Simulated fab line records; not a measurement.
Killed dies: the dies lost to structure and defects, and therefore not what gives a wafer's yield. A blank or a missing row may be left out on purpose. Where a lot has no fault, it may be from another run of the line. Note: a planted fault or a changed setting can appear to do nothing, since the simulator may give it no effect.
fab line records	flow nand-harc
record lots=12	wafers=36	last-day=24
route steps=1159 shown A_STAIRCASE@617 END@1159
lots untouched by any fault: they come from a run of this same line in which no faults occurred
start-h: hours from the record's first day to the start of the lot's first wafer shown	wait-h: time in hours since the lot's previous step	" unchanged from the row above	L1.1+2: one row covering several wafers at once	- either no value or no given start	* or withheld: withheld	< > ~ a bound
route shown NAME@n: names a module that has steps shown in the file, with the first one's number in the route	usual: average and standard deviation across the fault-free wafers	same: alike in all rows	chamber/n: place in a boat	sites: the reading at each site	_std_site: standard deviation across them	_edge_site: the outer-site mean with the inner-site mean subtracted	radius-mm: how far each site lies from the wafer's centre	mask NAME#n: copy n	behind: the most recent tool/chamber to have shaped the wafer	hold: reason for holding the lot/hours on hold/outcome of the hold	device: transistor that didn't switch, given as n, p or np	end of line: at the end of the route, the tests of the same wafers	a step without rows: its recipe alone	killed: count of dies lost to structure and defects at first sort (not the wafer's yield)	map: shows each die of a wafer: x if killed, . if not, _ if none is there
set.NAME: the setting that was run; set.NAME@STEP: the one run at that earlier step	model.NAME: the simulator's own value behind a step, which no gauge read
steps of the route over a sample of lots; a table a step, a row a wafer
services: from which hour (start-h, from the record's first day; less than 0 if before it) a tool's chamber was out of use, for how many hours, and why
## steps
# step NHARC_A_STAIRCASE_ETCH_223
# recipe target-depth-a=1000	time-s=40.5	ion-energy-ev=400	c4f8-flow-sccm=20	o2-flow-sccm=10	ar-flow-sccm=withheld	rf-w=600	bias-w=1000	chemistry=C4F8/O2
# usual oes-product-au=0.943/0.011	rf-vpp-V=896/6.2	run-length-s=61.7/0.31
lot.wafer	tool	chamber	start-h	wait-h	oes-product-au	rf-hours-counter-h	rf-vpp-V	run-length-s
L279.3	rie-diel-10	1	-	-	0.938	16	907	62.2
L279.5	"	0	"	"	0.969	-	890	61.3
L279.6	"	1	"	"	0.932	-	907	61.8
L280.3	rie-diel-05	1	-	-	0.936	28	895	62.1
L280.2	"	0	"	"	0.930	29	887	61.4
L280.5	"	1	"	"	0.937	-	894	61.8
L281.2	rie-diel-01	1	-	-	0.934	49	900	62.0
L281.6	"	0	"	"	0.954	-	891	61.6
L281.5	"	1	"	"	0.933	-	898	62.2
L283.3	rie-diel-10	3	-	-	0.952	30	902	61.4
L283.2	"	2	"	"	0.963	28	902	61.6
L283.6	"	3	"	"	0.961	-	902	61.3
L284.1	rie-diel-05	2	-	-	0.954	33	896	62.1
L284.4	"	3	"	"	0.953	30	893	61.4
L284.6	"	0	"	"	0.933	-	885	61.8
L288.2	rie-diel-05	0	-	-	0.927	48	884	61.5
L288.1	"	1	"	"	0.938	45	895	61.9
L288.5	"	2	"	"	0.934	-	896	61.9
L289.4	rie-diel-10	1	-	-	0.948	41	907	62.3
L289.2	"	3	"	"	0.944	44	900	61.6
L289.1	"	0	"	"	0.947	43	889	61.3
L295.4	rie-diel-10	1	-	-	0.933	54	906	61.7
L295.1	"	3	"	"	0.940	55	900	62.1
L295.6	"	0	"	"	0.940	-	890	61.6
L294.2	rie-diel-05	3	-	-	0.957	51	892	61.4
L294.4	"	1	"	"	0.939	60	895	61.7
L294.5	"	3	"	"	0.965	-	893	61.7
L298.4	rie-diel-10	3	-	-	0.956	59	899	62.1
L298.1	"	0	"	"	0.951	59	889	61.3
L298.5	"	0	"	"	0.942	-	888	61.4
L296.2	rie-diel-01	0	-	-	0.936	11	890	61.6
L296.1	"	1	"	"	0.937	9	901	62.3
L296.3	"	2	"	"	0.948	10	887	62.5
L300.2	rie-diel-10	3	-	-	0.957	0	899	61.9
L300.6	"	3	"	"	0.954	-	899	61.3
L300.5	"	0	"	"	0.959	-	888	61.4
# step NHARC_A_STAIRCASE_ETCH_227
# recipe target-depth-a=1000	time-s=40.5	ion-energy-ev=400	c4f8-flow-sccm=20	o2-flow-sccm=10	ar-flow-sccm=withheld	rf-w=600	bias-w=1000	chemistry=C4F8/O2
# usual oes-product-au=0.944/0.0089	rf-vpp-V=896/6	run-length-s=61.7/0.31
lot.wafer	tool	chamber	start-h	wait-h	oes-product-au	rf-hours-counter-h	rf-vpp-V	run-length-s
L279.3	rie-diel-10	1	-	-	0.936	16	906	62.0
L279.6	"	3	"	"	0.943	-	902	61.9
L279.5	"	0	"	"	0.942	-	890	61.7
L280.2	rie-diel-05	1	-	-	0.944	28	895	62.0
L280.3	"	3	"	"	0.955	25	894	61.7
L280.5	"	1	"	"	0.949	-	896	61.7
L281.2	rie-diel-01	3	-	-	0.943	49	888	62.5
L281.6	"	1	"	"	0.947	-	902	62.5
L281.5	"	2	"	"	0.955	-	890	62.3
L283.2	rie-diel-10	0	-	-	0.947	31	890	61.5
L283.3	"	1	"	"	0.942	28	905	62.0
L283.6	"	2	"	"	0.952	-	901	61.7
L284.1	rie-diel-05	3	-	-	0.950	31	893	62.0
L284.4	"	0	"	"	0.942	36	888	61.5
L284.6	"	2	"	"	0.952	-	899	61.8
L288.2	rie-diel-05	2	-	-	0.945	43	897	61.7
L288.1	"	0	"	"	0.948	48	886	61.8
L288.5	"	2	"	"	0.943	-	896	61.7
L289.4	rie-diel-10	0	-	-	0.941	43	888	62.1
L289.2	"	2	"	"	0.938	42	902	62.4
L289.1	"	3	"	"	0.937	44	900	61.9
L295.1	rie-diel-10	1	-	-	0.949	55	904	61.8
L295.4	"	3	"	"	0.938	55	899	61.5
L295.6	"	1	"	"	0.948	-	904	61.8
L294.2	rie-diel-05	0	-	-	0.951	63	887	61.6
L294.4	"	2	"	"	0.954	59	897	62.0
L294.5	"	0	"	"	0.946	-	888	61.4
L298.1	rie-diel-10	3	-	-	0.949	59	900	61.3
L298.4	"	2	"	"	0.937	58	903	62.0
L298.5	"	0	"	"	0.949	-	889	61.8
L296.3	rie-diel-01	3	-	-	0.936	12	905	62.0
L296.1	"	1	"	"	0.935	9	901	62.2
L296.2	"	2	"	"	0.944	10	890	62.3
L300.2	rie-diel-10	3	-	-	0.951	0	900	61.2
L300.5	"	0	"	"	0.963	-	888	61.4
L300.6	"	1	"	"	0.945	-	905	62.5
# step NHARC_A_STAIRCASE_DESCUM_252
# recipe time-s=3	o2-flow-sccm=200	ar-flow-sccm=0	bias-power-w=0	chemistry=O2
# usual drypump-motor-current-A=5.6/0.41	mfc-ar-sccm=0.017/0.014	oes-product-au=1.001/0.0066	rf-vpp-V=57.7/0.96	showerhead-plenum-p-Torr=1.90/0.092	throttle-valve-pct=11.312/0.0094
lot.wafer	tool	chamber	start-h	wait-h	drypump-motor-current-A	mfc-ar-sccm	oes-product-au	rf-hours-counter-h	rf-vpp-V	showerhead-plenum-p-Torr	throttle-valve-pct
L279.3	rie-diel-05	1	233.59	-	6.0	0	0.994	21	58.9	1.91	11.290
L279.5	"	0	"	"	6.1	0.027	0.992	-	56.3	1.77	11.316
L279.6	"	1	"	"	6.0	0	0.990	-	57.6	1.91	11.322
L280.2	rie-diel-01	0	256.47	-	5.6	0	1.000	42	58.2	1.84	11.314
L280.3	"	1	"	"	6.0	0.038	1.002	49	57.8	2.00	11.301
L280.5	"	1	"	"	6.0	0.038	1.017	-	58.0	2.00	11.315
L281.2	rie-diel-05	0	260.56	-	6.0	0.027	0.997	33	56.5	1.77	11.315
L281.6	"	3	"	"	5.0	0.012	1.005	-	58.6	1.87	11.318
L281.5	"	0	"	"	6.1	0.027	0.997	-	55.9	1.77	11.297
L283.2	rie-diel-05	0	274.11	-	6.1	0.027	0.988	36	58.7	1.77	11.303
L283.3	"	2	"	"	5.3	0.013	1.005	33	57.8	1.93	11.324
L283.6	"	3	"	"	5.0	0.012	1.009	-	56.1	1.87	11.310
L284.1	rie-diel-01	3	274.53	-	5.0	0.033	0.988	54	57.5	1.78	11.338
L284.4	"	0	"	"	5.6	0	0.988	47	56.5	1.84	11.303
L284.6	"	3	"	"	5.0	0.033	0.995	-	58.1	1.78	11.314
L288.2	rie-diel-01	2	300.71	-	5.4	0	1.008	65	56.3	1.81	11.303
L288.1	"	0	"	"	5.6	0	1.001	56	57.7	1.84	11.304
L288.5	"	3	"	"	5.1	0.033	1.006	-	56.5	1.78	11.311
L289.2	rie-diel-01	2	313.85	-	5.4	0	0.986	68	58.3	1.81	11.310
L289.1	"	3	"	"	5.0	0.033	0.994	68	57.5	1.78	11.314
L289.4	"	0	"	"	5.6	0	0.992	59	57.3	1.83	11.320
L295.1	rie-diel-10	3	341.72	-	5.3	0.035	0.994	57	58.0	1.98	11.326
L295.4	"	0	"	"	5.2	0.020	1.000	57	56.5	1.80	11.313
L295.6	"	0	"	"	5.2	0.020	1.001	-	57.8	1.80	11.314
L294.2	rie-diel-01	3	342.74	-	5.0	0.033	0.999	10	57.6	2.07	11.313
L294.4	"	0	"	"	5.6	0	0.999	9	56.7	1.83	11.329
L294.5	"	3	"	"	5.0	0.033	1.005	-	57.6	2.07	11.301
L298.4	rie-diel-05	2	350.41	-	5.3	0.013	1.008	0	57.4	1.92	11.320
L298.1	"	0	"	"	6.1	0.027	1.004	0	57.9	2.08	11.335
L298.5	"	2	"	"	5.3	0.013	0.999	-	57.7	1.92	11.304
L296.3	rie-diel-05	0	352.03	-	6.1	0.027	0.996	0	58.2	2.08	11.308
L296.1	"	1	"	"	6.0	0	0.994	0	55.3	1.89	11.311
L296.2	"	2	"	"	5.4	0.013	1.004	0	58.5	1.92	11.280
L300.2	rie-diel-05	3	368.10	-	5.0	0.012	1.004	11	57.3	1.86	11.300
L300.5	"	2	"	"	5.3	0.013	0.999	-	59.0	1.92	11.310
L300.6	"	3	"	"	5.0	0.012	1.001	-	56.5	1.86	11.307
# step NHARC_A_STAIRCASE_ETCH_253
# recipe target-depth-a=500	time-s=20.2	ion-energy-ev=400	c4f8-flow-sccm=20	o2-flow-sccm=10	ar-flow-sccm=withheld	rf-w=600	bias-w=1000	chemistry=C4F8/O2
# usual oes-product-au=0.949/0.02	rf-vpp-V=895/6	run-length-s=41.5/0.34
lot.wafer	tool	chamber	start-h	wait-h	oes-product-au	rf-hours-counter-h	rf-vpp-V	run-length-s
L279.3	rie-diel-05	3	233.67	0.1	0.980	19	895	41.1
L279.6	"	2	"	"	0.980	-	897	41.6
L279.5	"	3	"	"	0.975	-	894	41.2
L280.3	rie-diel-01	3	256.56	0.1	0.974	48	886	41.7
L280.2	"	1	"	"	0.965	49	900	41.8
L280.5	"	2	"	"	0.971	-	889	41.9
L281.2	rie-diel-05	0	260.65	0.1	0.954	33	886	41.2
L281.6	"	2	"	"	0.964	-	898	41.3
L281.5	"	3	"	"	0.956	-	894	41.0
L283.2	rie-diel-05	1	274.19	0.1	0.909	33	895	41.4
L283.3	"	3	"	"	0.936	31	893	41.2
L283.6	"	1	"	"	0.925	-	896	41.3
L284.4	rie-diel-01	1	274.63	0.1	0.923	53	901	41.5
L284.1	"	2	"	"	0.920	54	889	42.1
L284.6	"	3	"	"	0.923	-	887	41.7
L288.2	rie-diel-01	0	300.81	0.1	0.922	56	893	41.6
L288.1	"	2	"	"	0.917	65	889	41.9
L288.5	"	3	"	"	0.924	-	887	41.7
L289.1	rie-diel-01	0	313.94	0.1	0.966	59	891	31.0
L289.2	"	1	"	"	0.976	66	900	41.7
L289.4	"	2	"	"	0.958	68	889	42.3
L295.1	rie-diel-10	2	341.81	0.1	0.981	56	901	42.0
L295.4	"	3	"	"	0.950	57	899	41.7
L295.6	"	1	"	"	0.957	-	905	41.4
L294.4	rie-diel-01	2	342.89	0.1	0.961	9	890	42.1
L294.2	"	0	"	"	0.951	9	891	30.6
L294.5	"	2	"	"	0.948	-	890	42.1
L298.4	rie-diel-05	1	350.49	0.1	0.955	0	894	41.7
L298.1	"	3	"	"	0.977	0	893	41.1
L298.5	"	1	"	"	0.953	-	894	41.6
L296.1	rie-diel-05	0	352.12	0.1	0.941	0	906	41.4
L296.2	"	1	"	"	0.931	0	897	41.6
L296.3	"	3	"	"	0.962	0	893	41.1
L300.2	rie-diel-05	1	368.19	0.1	0.954	9	896	41.9
L300.6	"	0	"	"	0.952	-	905	41.5
L300.5	"	1	"	"	0.955	-	894	41.3
# step NHARC_END_SORT_01
# recipe temp-c=25
# usual killed-at-array=28/8.9	killed-at-other=0.8/1.2	killed-at-periphery=3.3/2.3	killed-dies=32/9.4	killed-open=3.2/1.8	killed-short=1.9/1.4
# same gross-dies=677
lot.wafer	tool	chamber	start-h	wait-h	killed-at-array	killed-at-other	killed-at-periphery	killed-dies	killed-open	killed-short
L289.1	prober-01	0	502.72	2.5	567	1	5	573	4	1
L289.2	prober-01	0	503.53	2.8	36	0	3	39	4	0
L289.4	prober-01	0	505.16	3.5	41	1	5	47	5	4
L294.2	prober-02	0	546.08	2.8	615	0	8	623	7	2
L294.4	prober-02	0	547.68	3.4	21	0	1	22	0	0
L294.5	prober-02	0	548.48	3.7	45	0	2	47	3	1
# killed by level:class
L289.1 A_STAIRCASE:area-etch=528 A_CHANNEL_HOLE_D1:chamber-film-flake=14 A_SLIT:chamber-film-flake=14 A_STAIRCASE:chamber-film-flake=4 A_CONTACT:chamber-film-flake=4 P_GATE:chamber-film-flake=2 P_CONTACT:geometric-particle:open=1 P_M0:geometric-particle:short=1
L289.2 A_SLIT:chamber-film-flake=13 A_CHANNEL_HOLE_D1:chamber-film-flake=12 A_STAIRCASE:chamber-film-flake=5 A_CONTACT:chamber-film-flake=3 P_GATE:geometric-particle:open=1 A_ONON_D1:geometric-particle:open=1 A_CHANNEL_HOLE_D1:geometric-particle:open=1 A_CONTACT:geometric-particle:open=1
L289.4 A_CHANNEL_HOLE_D1:chamber-film-flake=16 A_SLIT:chamber-film-flake=8 A_STAIRCASE:chamber-film-flake=7 A_CONTACT:chamber-film-flake=4 P_STI:geometric-particle:short=1 P_M0:geometric-particle:short=1 A_SGD_CUT:geometric-particle:open=1 A_CONTACT:geometric-particle:open=1
L294.2 A_STAIRCASE:area-etch=578 A_SLIT:chamber-film-flake=16 A_STAIRCASE:chamber-film-flake=6 A_CONTACT:chamber-film-flake=6 P_M1:chamber-film-flake=3 P_CONTACT:geometric-particle:open=2 A_CONTACT:geometric-particle:open=2 P_ZERO_WELL:chamber-film-flake=2
L294.4 A_SLIT:chamber-film-flake=11 A_CONTACT:chamber-film-flake=6 A_CHANNEL_HOLE_D1:chamber-film-flake=2 P_ZERO_WELL:chamber-film-flake=1 A_CHANNEL_FILL_D1:chamber-film-flake=1 A_STAIRCASE:chamber-film-flake=1
L294.5 A_SLIT:chamber-film-flake=22 A_CHANNEL_HOLE_D1:chamber-film-flake=7 A_CONTACT:chamber-film-flake=6 A_STAIRCASE:chamber-film-flake=5 A_SOURCE_PLATE:geometric-particle:open=1 A_SOURCE_PLATE:geometric-particle:short=1 A_WL_FILL:geometric-particle:open=1 A_M0:geometric-particle:open=1
## services
tool	chamber	start-h	hours	kind
rie-diel-05	3	211.75	6.3	repair
rie-diel-05	0	222.88	-	clean
rie-diel-05	1	222.88	-	clean
rie-diel-05	2	222.88	-	clean
rie-diel-05	3	222.88	-	clean
rie-diel-05	3	238.27	3.0	repair
rie-diel-05	0	247.88	-	clean
rie-diel-05	1	247.88	-	clean
rie-diel-05	2	247.88	-	clean
rie-diel-05	3	247.88	-	clean
rie-diel-05	0	272.38	-	clean
rie-diel-05	1	272.38	-	clean
rie-diel-05	2	272.38	-	clean
rie-diel-05	3	272.38	-	clean
rie-diel-05	0	296.92	-	clean
rie-diel-05	1	296.92	-	clean
rie-diel-05	2	296.92	-	clean
rie-diel-05	3	296.92	-	clean
rie-diel-01	-	315.10	9.0	pm
rie-diel-05	0	321.44	-	clean
rie-diel-05	1	321.44	-	clean
rie-diel-05	2	321.44	-	clean
rie-diel-05	-	340.75	9.0	pm
rie-diel-10	-	353.50	9.0	pm
## key
first-sign step=NHARC_A_STAIRCASE_ETCH_253	reading=run-length-s	direction=down	sigmas=32	usual=*	struck=*
effect step=NHARC_END_SORT_01	reading=killed-at-array	direction=up	sigmas=63	usual=28	struck=591
more-kills-born-at NHARC_A_STAIRCASE_ETCH_253@rie-diel-01=1106
met-at NHARC_A_STAIRCASE_ETCH_253
struck-lots L289,L294
struck-wafers L289.1,L294.2
later-rows-left-out L289.1,L294.2
tester-left-out L289,L294
not-acting-at NHARC_A_STAIRCASE_ETCH_223,NHARC_A_STAIRCASE_ETCH_227,NHARC_A_STAIRCASE_DESCUM_252
onset-between 300.81 313.94
fault kind=process-parameter-drift	tool=rie-diel-01	chamber=0	onset-h=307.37	steps=NHARC_A_STAIRCASE_ETCH_253	channel=time-s	offset=*	shape=step	end-h=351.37	acts-in=*	stated=*
# tester-left-out: of these lots the tester's yield and bins aren't shown, on N5 and GAA mostly nor the transistor test; their killed dies are dies lost to structure and defects alone, not to doping, threshold or leakage, so they don't give the yield
# later-rows-left-out: the simulator's readings of these wafers behind a module that went badly wrong aren't trusted and aren't shown, but for the sort
